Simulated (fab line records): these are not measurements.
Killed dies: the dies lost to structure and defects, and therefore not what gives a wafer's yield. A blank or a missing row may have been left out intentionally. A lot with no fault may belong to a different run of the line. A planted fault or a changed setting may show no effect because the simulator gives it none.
Split-lot study / flow n5 finfet / on a route of 1938 steps: 7 lots, 39 wafers read

ABOUT THE SPLIT
At N5_PMOS_HMC_CHANNEL_EPI_HM_DEP_34 (deposits SiO2 from TEOS/O2, target thk 36 nm, time 6.9 s), the setting target thk a was moved away from the recipe's 360 angstrom on 15 of the 39 wafers read, by -32.2% to +53.2%. For the rest of the wafers, this setting stayed at what the recipe calls for.

The reading comes from the split's own step.

THE READING
SiO2_of_PMOS_HMC_CHANNEL_EPI_HM_DEP_34.thk nm (the simulator's own value, which no gauge read), in nm, at N5_PMOS_HMC_CHANNEL_EPI_HM_DEP_34 (deposits SiO2 from TEOS/O2, target thk 36 nm, time 6.9 s). There is no usual value for it anywhere in the file. Here, 24 wafers ran the recipe; their average is 35.81 nm with a standard deviation of 0.46 nm.

wafer=L074.1; tool, chamber at the split=pecvd-04, 2; target thk a as run, angstrom=360; against the recipe=recipe; SiO2_of_PMOS_HMC_CHANNEL_EPI_HM_DEP_34.thk nm, nm=35.41; against lot-mates on the recipe=-
wafer=L074.2; tool, chamber at the split=pecvd-04, 1; target thk a as run, angstrom=360; against the recipe=recipe; SiO2_of_PMOS_HMC_CHANNEL_EPI_HM_DEP_34.thk nm, nm=35.26; against lot-mates on the recipe=-
wafer=L074.3; tool, chamber at the split=pecvd-04, 0; target thk a as run, angstrom=360; against the recipe=recipe; SiO2_of_PMOS_HMC_CHANNEL_EPI_HM_DEP_34.thk nm, nm=35.06; against lot-mates on the recipe=-
wafer=L074.4; tool, chamber at the split=pecvd-04, 2; target thk a as run, angstrom=360; against the recipe=recipe; SiO2_of_PMOS_HMC_CHANNEL_EPI_HM_DEP_34.thk nm, nm=36.11; against lot-mates on the recipe=-
wafer=L074.5; tool, chamber at the split=pecvd-04, 0; target thk a as run, angstrom=360; against the recipe=recipe; SiO2_of_PMOS_HMC_CHANNEL_EPI_HM_DEP_34.thk nm, nm=36.14; against lot-mates on the recipe=-
wafer=L074.6; tool, chamber at the split=pecvd-04, 1; target thk a as run, angstrom=360; against the recipe=recipe; SiO2_of_PMOS_HMC_CHANNEL_EPI_HM_DEP_34.thk nm, nm=35.43; against lot-mates on the recipe=-
wafer=L076.1; tool, chamber at the split=pecvd-03, 2; target thk a as run, angstrom=360; against the recipe=recipe; SiO2_of_PMOS_HMC_CHANNEL_EPI_HM_DEP_34.thk nm, nm=35.5; against lot-mates on the recipe=-
wafer=L076.3; tool, chamber at the split=pecvd-03, 0; target thk a as run, angstrom=360; against the recipe=recipe; SiO2_of_PMOS_HMC_CHANNEL_EPI_HM_DEP_34.thk nm, nm=35.58; against lot-mates on the recipe=-
wafer=L076.4; tool, chamber at the split=pecvd-03, 2; target thk a as run, angstrom=360; against the recipe=recipe; SiO2_of_PMOS_HMC_CHANNEL_EPI_HM_DEP_34.thk nm, nm=36.34; against lot-mates on the recipe=-
wafer=L077.1; tool, chamber at the split=pecvd-03, 1; target thk a as run, angstrom=543.8; against the recipe=+51.1%; SiO2_of_PMOS_HMC_CHANNEL_EPI_HM_DEP_34.thk nm, nm=54.1; against lot-mates on the recipe=+18.12
wafer=L077.2; tool, chamber at the split=pecvd-03, 0; target thk a as run, angstrom=360; against the recipe=recipe; SiO2_of_PMOS_HMC_CHANNEL_EPI_HM_DEP_34.thk nm, nm=35.47; against lot-mates on the recipe=-
wafer=L077.3; tool, chamber at the split=pecvd-03, 2; target thk a as run, angstrom=360; against the recipe=recipe; SiO2_of_PMOS_HMC_CHANNEL_EPI_HM_DEP_34.thk nm, nm=35.95; against lot-mates on the recipe=-
wafer=L077.4; tool, chamber at the split=pecvd-03, 0; target thk a as run, angstrom=543.8; against the recipe=+51.1%; SiO2_of_PMOS_HMC_CHANNEL_EPI_HM_DEP_34.thk nm, nm=54.57; against lot-mates on the recipe=+18.59
wafer=L077.5; tool, chamber at the split=pecvd-03, 2; target thk a as run, angstrom=543.8; against the recipe=+51.1%; SiO2_of_PMOS_HMC_CHANNEL_EPI_HM_DEP_34.thk nm, nm=55.27; against lot-mates on the recipe=+19.29
wafer=L077.6; tool, chamber at the split=pecvd-03, 1; target thk a as run, angstrom=360; against the recipe=recipe; SiO2_of_PMOS_HMC_CHANNEL_EPI_HM_DEP_34.thk nm, nm=36.53; against lot-mates on the recipe=-
wafer=L084.1; tool, chamber at the split=pecvd-04, 2; target thk a as run, angstrom=551.6; against the recipe=+53.2%; SiO2_of_PMOS_HMC_CHANNEL_EPI_HM_DEP_34.thk nm, nm=54.5; against lot-mates on the recipe=+18.87
wafer=L084.2; tool, chamber at the split=pecvd-04, 0; target thk a as run, angstrom=360; against the recipe=recipe; SiO2_of_PMOS_HMC_CHANNEL_EPI_HM_DEP_34.thk nm, nm=35.05; against lot-mates on the recipe=-
wafer=L084.3; tool, chamber at the split=pecvd-04, 1; target thk a as run, angstrom=551.6; against the recipe=+53.2%; SiO2_of_PMOS_HMC_CHANNEL_EPI_HM_DEP_34.thk nm, nm=54.28; against lot-mates on the recipe=+18.65
wafer=L084.4; tool, chamber at the split=pecvd-04, 1; target thk a as run, angstrom=360; against the recipe=recipe; SiO2_of_PMOS_HMC_CHANNEL_EPI_HM_DEP_34.thk nm, nm=36.31; against lot-mates on the recipe=-
wafer=L084.5; tool, chamber at the split=pecvd-04, 2; target thk a as run, angstrom=551.6; against the recipe=+53.2%; SiO2_of_PMOS_HMC_CHANNEL_EPI_HM_DEP_34.thk nm, nm=55.57; against lot-mates on the recipe=+19.94
wafer=L084.6; tool, chamber at the split=pecvd-04, 0; target thk a as run, angstrom=360; against the recipe=recipe; SiO2_of_PMOS_HMC_CHANNEL_EPI_HM_DEP_34.thk nm, nm=35.53; against lot-mates on the recipe=-
wafer=L086.1; tool, chamber at the split=pecvd-04, 1; target thk a as run, angstrom=360; against the recipe=recipe; SiO2_of_PMOS_HMC_CHANNEL_EPI_HM_DEP_34.thk nm, nm=35.22; against lot-mates on the recipe=-
wafer=L086.2; tool, chamber at the split=pecvd-04, 0; target thk a as run, angstrom=244; against the recipe=-32.2%; SiO2_of_PMOS_HMC_CHANNEL_EPI_HM_DEP_34.thk nm, nm=23.32; against lot-mates on the recipe=-12.22
wafer=L086.3; tool, chamber at the split=pecvd-04, 2; target thk a as run, angstrom=360; against the recipe=recipe; SiO2_of_PMOS_HMC_CHANNEL_EPI_HM_DEP_34.thk nm, nm=35.75; against lot-mates on the recipe=-
wafer=L086.4; tool, chamber at the split=pecvd-04, 1; target thk a as run, angstrom=244; against the recipe=-32.2%; SiO2_of_PMOS_HMC_CHANNEL_EPI_HM_DEP_34.thk nm, nm=24.12; against lot-mates on the recipe=-11.42
wafer=L086.5; tool, chamber at the split=pecvd-04, 0; target thk a as run, angstrom=360; against the recipe=recipe; SiO2_of_PMOS_HMC_CHANNEL_EPI_HM_DEP_34.thk nm, nm=35.64; against lot-mates on the recipe=-
wafer=L086.6; tool, chamber at the split=pecvd-04, 2; target thk a as run, angstrom=244; against the recipe=-32.2%; SiO2_of_PMOS_HMC_CHANNEL_EPI_HM_DEP_34.thk nm, nm=23.56; against lot-mates on the recipe=-11.98
wafer=L088.1; tool, chamber at the split=pecvd-02, 0; target thk a as run, angstrom=428.8; against the recipe=+19.1%; SiO2_of_PMOS_HMC_CHANNEL_EPI_HM_DEP_34.thk nm, nm=42.9; against lot-mates on the recipe=+6.78
wafer=L088.2; tool, chamber at the split=pecvd-02, 2; target thk a as run, angstrom=360; against the recipe=recipe; SiO2_of_PMOS_HMC_CHANNEL_EPI_HM_DEP_34.thk nm, nm=35.77; against lot-mates on the recipe=-
wafer=L088.3; tool, chamber at the split=pecvd-02, 1; target thk a as run, angstrom=428.8; against the recipe=+19.1%; SiO2_of_PMOS_HMC_CHANNEL_EPI_HM_DEP_34.thk nm, nm=42.84; against lot-mates on the recipe=+6.72
wafer=L088.4; tool, chamber at the split=pecvd-02, 0; target thk a as run, angstrom=360; against the recipe=recipe; SiO2_of_PMOS_HMC_CHANNEL_EPI_HM_DEP_34.thk nm, nm=36.25; against lot-mates on the recipe=-
wafer=L088.5; tool, chamber at the split=pecvd-02, 1; target thk a as run, angstrom=428.8; against the recipe=+19.1%; SiO2_of_PMOS_HMC_CHANNEL_EPI_HM_DEP_34.thk nm, nm=43.42; against lot-mates on the recipe=+7.30
wafer=L088.6; tool, chamber at the split=pecvd-02, 2; target thk a as run, angstrom=360; against the recipe=recipe; SiO2_of_PMOS_HMC_CHANNEL_EPI_HM_DEP_34.thk nm, nm=36.35; against lot-mates on the recipe=-
wafer=L091.1; tool, chamber at the split=pecvd-04, 0; target thk a as run, angstrom=360; against the recipe=recipe; SiO2_of_PMOS_HMC_CHANNEL_EPI_HM_DEP_34.thk nm, nm=36.13; against lot-mates on the recipe=-
wafer=L091.2; tool, chamber at the split=pecvd-04, 1; target thk a as run, angstrom=360; against the recipe=recipe; SiO2_of_PMOS_HMC_CHANNEL_EPI_HM_DEP_34.thk nm, nm=36.11; against lot-mates on the recipe=-
wafer=L091.3; tool, chamber at the split=pecvd-04, 2; target thk a as run, angstrom=267.9; against the recipe=-25.6%; SiO2_of_PMOS_HMC_CHANNEL_EPI_HM_DEP_34.thk nm, nm=26.71; against lot-mates on the recipe=-9.56
wafer=L091.4; tool, chamber at the split=pecvd-04, 0; target thk a as run, angstrom=267.9; against the recipe=-25.6%; SiO2_of_PMOS_HMC_CHANNEL_EPI_HM_DEP_34.thk nm, nm=27.08; against lot-mates on the recipe=-9.19
wafer=L091.5; tool, chamber at the split=pecvd-04, 2; target thk a as run, angstrom=267.9; against the recipe=-25.6%; SiO2_of_PMOS_HMC_CHANNEL_EPI_HM_DEP_34.thk nm, nm=27.04; against lot-mates on the recipe=-9.23
wafer=L091.6; tool, chamber at the split=pecvd-04, 1; target thk a as run, angstrom=360; against the recipe=recipe; SiO2_of_PMOS_HMC_CHANNEL_EPI_HM_DEP_34.thk nm, nm=36.58; against lot-mates on the recipe=-

FIT RESULTS
A straight line over all 39 wafers: SiO2_of_PMOS_HMC_CHANNEL_EPI_HM_DEP_34.thk nm changes by +0.364 nm for each +1% of target thk a; r = +1.00; the points scatter about the line by 0.5 nm.
The same after taking each lot's own level away (the mean of its wafers on the recipe; 39 wafers): +0.364 nm for each +1%; r = +1.00; scatter 0.4 nm.
According to that fit, moving target thk a by its largest amount changes the reading by 19 nm.
The span of the lots' own levels, 35.537 to 36.273 nm, comes to 1.6 times the standard deviation stated above.
Hence the lot-to-lot level has little effect on the slope; both slopes agree.
Check: with one of the wafers moved furthest among these (+53.2%) left out of the fit, the line predicts +19.4 nm for it against its lot-mates. It came out at +18.9 nm against them.

FILE'S OWN FIT
SiO2_of_PMOS_HMC_CHANNEL_EPI_HM_DEP_34.thk nm changes by +0.364 nm for each +1% of target thk a, r = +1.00.
